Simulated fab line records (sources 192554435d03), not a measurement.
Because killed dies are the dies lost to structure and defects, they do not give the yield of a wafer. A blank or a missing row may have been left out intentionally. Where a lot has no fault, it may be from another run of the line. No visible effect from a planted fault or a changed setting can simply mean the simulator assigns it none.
Which tool is to blame?    flow n5_finfet    10 lots with 30 wafers sampled at 5 steps, on a route of 1938 steps

## WHAT THE GAUGES READ, wafer by wafer
N5_GATE_CUT_INSPECT_26: inspects for defects (darkfield).
lot   measured     on                 raw_defect_count
L703  day 4 23:22  defect_inspect-01  18 22 26
L704  day 5 05:14  defect_inspect-01  18 18 56
L706  day 5 17:01  defect_inspect-01  32 58 26
L707  day 5 23:11  defect_inspect-01  95 93 45
L712  day 7 05:26  defect_inspect-02  23 30 16
L713  day 7 11:50  defect_inspect-02  35 492 482
L715  day 7 22:14  defect_inspect-02  489 29 19
L716  day 8 00:07  defect_inspect-02  31 14 21
L722  day 9 17:00  defect_inspect-01  38 39 47
L723  day 9 19:59  defect_inspect-01  44 52 60

## EACH LOT AND THE TOOL THAT RAN IT (in order: tool; ch and the chambers of the sampled wafers; start)
lot   N5_GATE_CUT_STRIP_42               N5_GATE_CUT_ETCH_19                N5_GATE_CUT_CMP_23            N5_GATE_CUT_CMP_61
L703  rie_diel-06 ch 0,3, day 4 19:55    rie_diel-06 ch 0,3, day 4 19:58    cmp-01 ch 2,3, day 4 22:20    cmp-01 ch 1,3, day 4 23:10
L704  rie_diel-04 ch 0,1, day 5 02:02    rie_diel-04 ch 0,1, day 5 02:04    cmp-04 ch 1,2,3, day 5 04:17  cmp-04 ch 1,2, day 5 05:01
L706  rie_diel-06 ch 1,2,3, day 5 13:34  rie_diel-06 ch 1,2,3, day 5 13:36  cmp-04 ch 1,3, day 5 16:01    cmp-01 ch 1,3, day 5 16:49
L707  rie_diel-04 ch 0,2,3, day 5 20:04  rie_diel-04 ch 0,2,3, day 5 20:07  cmp-01 ch 0,1,2, day 5 22:09  cmp-04 ch 0,1,3, day 5 22:57
L712  rie_diel-04 ch 0,1,3, day 7 02:19  rie_diel-04 ch 0,1,3, day 7 02:22  cmp-01 ch 0,2, day 7 04:24    cmp-02 ch 0,1, day 7 05:13
L713  rie_diel-06 ch 0,2,3, day 7 08:43  rie_diel-06 ch 0,2,3, day 7 08:46  cmp-01 ch 1,2,3, day 7 10:48  cmp-01 ch 0,3, day 7 11:36
L715  rie_diel-04 ch 1,2,3, day 7 19:01  rie_diel-04 ch 1,2,3, day 7 19:03  cmp-04 ch 2,3, day 7 21:11    cmp-01 ch 0,2,3, day 7 21:59
L716  rie_diel-04 ch 1,2,3, day 7 21:00  rie_diel-04 ch 1,2,3, day 7 21:02  cmp-02 ch 0,2, day 7 23:07    cmp-02 ch 1,2, day 7 23:53
L722  rie_diel-04 ch 2,3, day 9 12:50    rie_diel-04 ch 2,3, day 9 12:53    cmp-04 ch 1,3, day 9 16:00    cmp-02 ch 0,1,3, day 9 16:46
L723  rie_diel-04 ch 1,2,3, day 9 16:52  rie_diel-04 ch 1,2,3, day 9 16:55  cmp-02 ch 0,1,2, day 9 18:59  cmp-04 ch 1,2,3, day 9 19:45
- N5_GATE_CUT_STRIP_42: strips in O2.
- N5_GATE_CUT_ETCH_19: etches SiNx in CH3F/O2, target depth 53.7 nm, time 76.7 s.
- N5_GATE_CUT_CMP_23: polishes, stops on SiO2, t overpolish 23.4 s, target thk 16 nm.
- N5_GATE_CUT_CMP_61: polishes, stops on SiNx, t overpolish 3 s.

## THE ANSWER, worked out from the rows above alone
Rule: usual is defined by the lots themselves. The widest of any qualifying gaps counts: lots, ordered by their means at a reading, are off when they make up no more than a third of the lots, leave a main group of 4 or more, and stand apart from it by 3 or more times the standard deviation of that group's means. If all means in a main group match to the digits the tables above print for the reading, that group is not used. A lot without any number at a reading at which 4 lots or more have one is off too. Where the step has rows for the other lots, those lots are counted as sound.
Off: L713, L715 (N5_GATE_CUT_INSPECT_26, raw_defect_count). Main group: mean 38, sd 18.
If a tool, at a process step before that reading, ran all the lots that are off and no sound lot after the first of them, it fits. The gauges at N5_GATE_CUT_INSPECT_26 are tried like those tools. One candidate fits, namely cmp-01 at N5_GATE_CUT_CMP_61. A fault onset in the window from L706 (day 5 16:49, its last sound lot) to L713 (day 7 11:36, its first lot off) fits.

## WHAT THE SIMULATOR PUT IN
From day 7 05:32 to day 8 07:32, cmp-01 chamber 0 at N5_GATE_CUT_CMP_61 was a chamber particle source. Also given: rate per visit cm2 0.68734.
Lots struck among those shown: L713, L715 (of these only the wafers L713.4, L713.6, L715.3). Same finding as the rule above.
